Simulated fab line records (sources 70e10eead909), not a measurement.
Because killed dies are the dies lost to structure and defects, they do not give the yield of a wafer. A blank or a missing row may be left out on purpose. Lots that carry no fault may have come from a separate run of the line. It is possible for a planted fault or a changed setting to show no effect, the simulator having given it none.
A lot that was struck, set against a sound lot ; flow nand-harc ; 14 out of 1159 route steps
Sound: these wafers, L786.3, L786.4, L786.5. Struck: wafers L796.2, L796.3 (left out: L796.4, a lot-mate that was not struck); the cause follows at the end.
Order at every step that has rows: each side's tool, ch and its chambers, its first start. Under that, the readings that differ: sound wafers ; struck wafers ; difference of the means ; sigmas: that difference in standard deviations of wafers without a fault.
alike: readings with means less than 2 such deviations apart, plus words and numbers identical on both sides. not compared: withheld readings, readings lacking a value on some wafer, bounds such as >300 that could conceal the same value, and numbers that have no deviation in the record and whose values overlap.
Wherever a step has rows on one side only, a row that says differs or no value, or a row with sigmas, the two part there. When numbers do not overlap yet have no deviation, they are printed without sigmas and do not part them. A reading missing from all wafers of one side parts the sides only when that side holds two or more wafers.

first, 8 steps without rows for these wafers: NHARC_THIN_TSV_DEHYDRATE_25 (time 120 s); NHARC_THIN_TSV_HMDS_26 (time 30 s); NHARC_THIN_TSV_COAT_27; NHARC_THIN_TSV_SOFTBAKE_28 (time 95 s); NHARC_THIN_TSV_EBR_29; NHARC_THIN_TSV_EXPOSE_30 (exposes mask PAD); NHARC_THIN_TSV_PEB_31 (peb time 85 s); NHARC_THIN_TSV_DEVELOP_32 (time 70 s).
NHARC_THIN_TSV_CD_MEAS_33: the cd target is 5000 nm.
  sound on cd-sem-02 ch 0, day 18 23:11; struck on cd-sem-02 ch 0, day 22 04:24
  alike: cd-nm
then, 1 step without rows for these wafers: NHARC_THIN_TSV_HARDBAKE_34 (time 80 s).
NHARC_THIN_TSV_DESCUM_35: chemistry O2, time 3 s.
  sound on rie-diel-02 ch 0,1, day 18 23:20; struck on rie-diel-06 ch 0,3, day 22 04:34
  alike: drypump-motor-current-A, mfc-ar-sccm, oes-product-au, rf-vpp-V, showerhead-plenum-p-Torr, throttle-valve-pct
  not compared: rf-hours-counter-h
NHARC_THIN_TSV_ETCH_59: etches the open film in Cl2/BCl3, target depth 880 nm, time 138.1 s.
  sound on rie-metal-03 ch 0,1, day 18 23:34; struck on rie-metal-01 ch 1, day 22 04:41
  alike: drypump-motor-current-A, oes-product-au, throttle-valve-pct
  not compared: rf-hours-counter-h
NHARC_THIN_TSV_ETCH_36: etches the open film in Cl2/BCl3, target depth 65 nm, time 18.571 s.
  sound on rie-metal-03 ch 0,1, day 18 23:46; struck on rie-metal-01 ch 1, day 22 04:56
reading;sound;struck;difference;sigmas
oes-product-au (a.u.);1.006 1.014 1.016;0.823 0.827;-0.187;-26
  alike: drypump-motor-current-A
  not compared: rf-hours-counter-h
NHARC_THIN_TSV_STRIP_56: strips in O2.
  sound on plasma-asher-02 ch 0,1, day 18 23:56; struck on plasma-asher-01 ch 0, day 22 05:11
reading;sound;struck;difference;sigmas
drypump-motor-current-A (A);5.8 5.8 5.8;5.0 5.0;-0.8;-2
  alike: heater-power-w, temp-c
  not compared: rf-hours-counter-h

## WHERE THEY PART
At NHARC_THIN_TSV_ETCH_36 first; at NHARC_THIN_TSV_STRIP_56 last (within this record only).

WHY: what had been put in by the simulator
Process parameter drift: rie-metal-01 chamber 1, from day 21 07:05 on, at NHARC_THIN_TSV_ETCH_36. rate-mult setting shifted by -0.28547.
